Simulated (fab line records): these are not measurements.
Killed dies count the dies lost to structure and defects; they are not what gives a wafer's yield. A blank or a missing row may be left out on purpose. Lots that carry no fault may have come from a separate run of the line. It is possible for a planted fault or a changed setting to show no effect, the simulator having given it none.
What tool caused it? ; flow n5-finfet ; Sampling: 9 lots, 27 wafers, 5 of 1938 route steps

## WHAT THE GAUGES READ, wafer by wafer
N5_BEOL_M1_CD_MEAS_28: target cd y 23.3 nm.
lot;measured;on;cd-nm (nm)
L838;day 6 07:07;cd-sem-01;24.17 24.06 24.67
L840;day 6 22:41;cd-sem-03;24.01 24.07 23.69
L850;day 9 18:23;cd-sem-01;24.38 23.85 23.81
L851;day 9 18:31;cd-sem-03;24.18 24.18 24.06
L853;day 10 03:18;cd-sem-03;24.04 23.66 23.89
L855;day 10 13:41;cd-sem-03;23.97 24.02 24.28
L856;day 10 19:44;cd-sem-02;23.65 24.04 24.09
L857;day 11 04:43;cd-sem-03;24.30 23.60 24.30
L858;day 11 11:47;cd-sem-02;23.90 24.11 24.13

N5_BEOL_M4_RC_MEAS_101.
lot;measured;on;DIBL_N (mV/V);DIBL_P (mV/V);IOFF_N (nA/um);IOFF_P (nA/um);ION_N (uA/um);ION_P (uA/um);SS_N (mV/dec);SS_P (mV/dec);VT_N (mV);VT_P (mV)
L838;day 8 02:19;prober-02;37.4 36.8 39.6;37.6 37.4 40.9;0.19 0.17 0.25;0.22 0.22 0.29;677 667 688;457 453 457;72.1 71.1 72.2;73.7 75.0 76.1;250 249 245;-249 -251 -248
L840;day 8 22:55;prober-02;37.5 36.0 41.5;37.8 36.8 43.3;0.18 0.16 0.27;0.19 0.18 0.28;682 676 694;454 453 461;72.0 71.0 73.1;73.1 73.5 75.4;248 249 244;-252 -254 -246
L850;day 11 10:53;prober-02;36.1 33.9 37.1;38.2 34.1 38.5;0.19 0.14 0.23;0.28 0.21 0.30;668 673 694;459 458 469;71.0 70.5 71.8;74.4 72.7 74.5;243 251 241;-245 -250 -245
L851;day 12 16:50;prober-01;34.0 40.2 38.4;32.0 40.6 38.3;0.10 0.21 0.18;0.16 0.31 0.26;656 663 656;456 458 453;70.8 73.1 73.0;72.3 74.7 74.2;256 250 247;-253 -247 -249
L853;day 12 21:28;prober-01;39.3 41.2 36.0;41.4 44.0 36.5;0.23 0.28 0.16;0.26 0.32 0.19;687 704 681;465 470 456;72.8 73.7 71.7;74.4 75.4 73.3;246 241 248;-248 -245 -253
L855;day 12 22:43;prober-01;32.3 36.5 32.7;33.6 38.5 34.1;0.11 0.18 0.12;0.14 0.20 0.14;657 679 663;445 458 449;71.2 72.3 71.1;72.2 73.7 72.2;256 249 254;-257 -252 -258
L856;day 13 00:56;prober-02;36.2 37.1 35.3;33.2 35.2 33.1;0.15 0.17 0.13;0.18 0.21 0.18;670 676 677;456 454 466;71.6 71.7 70.6;72.5 72.8 73.1;253 250 252;-253 -253 -250
L857;day 13 14:05;prober-01;38.3 36.8 37.2;39.4 38.0 38.0;0.20 0.17 0.18;0.24 0.21 0.22;673 671 666;456 455 455;71.8 72.3 71.8;73.6 72.9 73.7;247 250 248;-251 -252 -250
L858;day 13 20:28;prober-01;37.8 38.4 40.4;36.6 36.6 38.7;0.16 0.16 0.22;0.20 0.21 0.24;677 656 668;459 444 451;71.3 71.8 72.2;73.3 72.9 73.2;250 253 247;-256 -252 -253

## WHAT TOOL EACH LOT RAN ON (gives the tool, then ch and the chambers of the sampled wafers, and finally the start)
lot;N5_BEOL_M1_HM_OPEN_17;N5_BEOL_M1_ETCH_69;N5_BEOL_M1_ETCH_70
L838;rie-metal-02 ch 0,1, day 6 06:31;rie-diel-04 ch 0,1,2, day 6 07:17;rie-diel-04 ch 1,3, day 6 08:04
L840;rie-metal-01 ch 0,1, day 6 22:13;rie-diel-04 ch 1,3, day 6 22:52;rie-diel-04 ch 1,3, day 7 02:37
L850;rie-metal-02 ch 0, day 9 17:47;rie-diel-02 ch 0,1, day 9 18:33;rie-diel-02 ch 0,1,2, day 9 19:34
L851;rie-metal-01 ch 0,1, day 9 18:01;rie-diel-06 ch 0,3, day 9 18:41;rie-diel-06 ch 0,2, day 9 21:44
L853;rie-metal-03 ch 0,1, day 10 02:38;rie-diel-06 ch 0,1,2, day 10 03:29;rie-diel-06 ch 0,2, day 10 05:14
L855;rie-metal-03 ch 0,1, day 10 13:00;rie-diel-04 ch 2,3, day 10 13:53;rie-diel-02 ch 0,1,2, day 10 18:37
L856;rie-metal-03 ch 0,1, day 10 19:14;rie-diel-02 ch 1,3, day 10 19:55;rie-diel-02 ch 0,1,2, day 10 23:45
L857;rie-metal-01 ch 0,1, day 11 04:07;rie-diel-02 ch 1,2,3, day 11 04:53;rie-diel-02 ch 0,1, day 11 06:25
L858;rie-metal-03 ch 0,1, day 11 11:16;rie-diel-06 ch 1,2, day 11 12:01;rie-diel-02 ch 0,3, day 12 00:12
- N5_BEOL_M1_HM_OPEN_17: chemistry Cl2/BCl3, target TiN, target depth 20 nm, overetch 6 nm.
- N5_BEOL_M1_ETCH_69: etches SiARC in CF4, target depth 15.6 nm, time 26 s.
- N5_BEOL_M1_ETCH_70: etches SOC in N2/H2, target depth 80 nm, overetch 16 nm, time 120 s.

## WHAT THE TOOLS THEMSELVES READ (means of the sampled wafers that have a number; where no wafer has one, the mark that the record gives instead)
N5_BEOL_M1_HM_OPEN_17.
lot;tool;drypump-motor-current-A (A);oes-product-au (a.u.);rf-fwd-power-W (W);throttle-valve-pct (%)
L838;rie-metal-02;5.32;0.52;989;22.34
L840;rie-metal-01;5.51;0.81;994;22.29
L850;rie-metal-02;4.94;0.52;993;22.36
L851;rie-metal-01;5.52;0.77;991;22.29
L853;rie-metal-03;5.83;0.65;993;22.41
L855;rie-metal-03;5.84;0.64;993;22.42
L856;rie-metal-03;5.83;0.64;997;22.42
L857;rie-metal-01;5.51;0.74;993;22.33
L858;rie-metal-03;5.76;0.62;989;22.37

N5_BEOL_M1_ETCH_69.
lot;tool;drypump-motor-current-A (A);etch-rf-on-time-s (s);oes-product-au (a.u.);rf-fwd-power-W (W);rf-vpp-V (V);showerhead-plenum-p-Torr (Torr);throttle-valve-pct (%)
L838;rie-diel-04;5.5;26.1;0.64;532.5;184.9;2.22;15.56
L840;rie-diel-04;6.1;28.7;0.58;532.3;184.8;2.17;15.56
L850;rie-diel-02;6.0;24.7;0.75;534.1;185.5;2.19;15.36
L851;rie-diel-06;5.7;25.6;0.62;530.6;184.1;2.15;15.75
L853;rie-diel-06;5.8;25.9;0.68;532.0;184.2;2.15;15.58
L855;rie-diel-04;5.5;26.6;0.59;532.0;183.3;2.10;15.79
L856;rie-diel-02;5.5;26.5;0.59;530.5;183.8;2.18;15.60
L857;rie-diel-02;5.9;26.5;0.60;532.6;183.4;2.12;15.63
L858;rie-diel-06;5.7;26.0;0.70;531.8;184.0;2.14;15.38

N5_BEOL_M1_ETCH_70.
lot;tool;drypump-motor-current-A (A);oes-product-au (a.u.);rf-fwd-power-W (W);rf-vpp-V (V);showerhead-plenum-p-Torr (Torr);throttle-valve-pct (%)
L838;rie-diel-04;6.0;0.55;833.5;521.7;2.48;17.74
L840;rie-diel-04;6.1;0.55;836.3;524.5;2.57;17.71
L850;rie-diel-02;6.0;0.60;837.6;524.6;2.54;17.59
L851;rie-diel-06;6.0;0.58;835.5;525.2;2.59;18.02
L853;rie-diel-06;6.1;0.62;833.9;523.2;2.53;17.91
L855;rie-diel-02;5.9;0.59;836.0;524.2;2.54;17.60
L856;rie-diel-02;6.0;0.59;835.5;524.2;2.54;17.60
L857;rie-diel-02;5.5;0.58;838.8;525.2;2.60;17.51
L858;rie-diel-02;6.4;0.64;836.5;524.6;2.56;17.50

## THE ANSWER, worked out from the rows above alone
Rule: the lots themselves supply what counts as usual. Put in order of their means at a reading, lots are off if they are a third of the lots or fewer, leave a main group of 4 or more, and stand apart from it by a gap of 3 or more times the standard deviation of the main group's means; of several such gaps the widest counts. If all means in a main group match to the digits the tables above print for the reading, that group is not used. Also off: a lot with no number at a reading for which 4 or more lots have one. Any other lot the step has rows for is counted as sound. After the gauges, taken in route order, come the tools' own readings; for these a lot's mean is taken, as printed above. At the first step where some lot is off, the reading lying furthest off is the one used; lots without a number count as furthest.
Off: L840 (N5_BEOL_M1_ETCH_69, etch-rf-on-time-s). For the main group the mean is 26.0 s and the standard deviation 0.58.
A tool fits if, at that step or a process step before it, it ran every lot that is off, and no sound lot after the first of them. Not one of the candidates tried fits.

## WHAT HAD BEEN PUT IN BY THE SIMULATOR
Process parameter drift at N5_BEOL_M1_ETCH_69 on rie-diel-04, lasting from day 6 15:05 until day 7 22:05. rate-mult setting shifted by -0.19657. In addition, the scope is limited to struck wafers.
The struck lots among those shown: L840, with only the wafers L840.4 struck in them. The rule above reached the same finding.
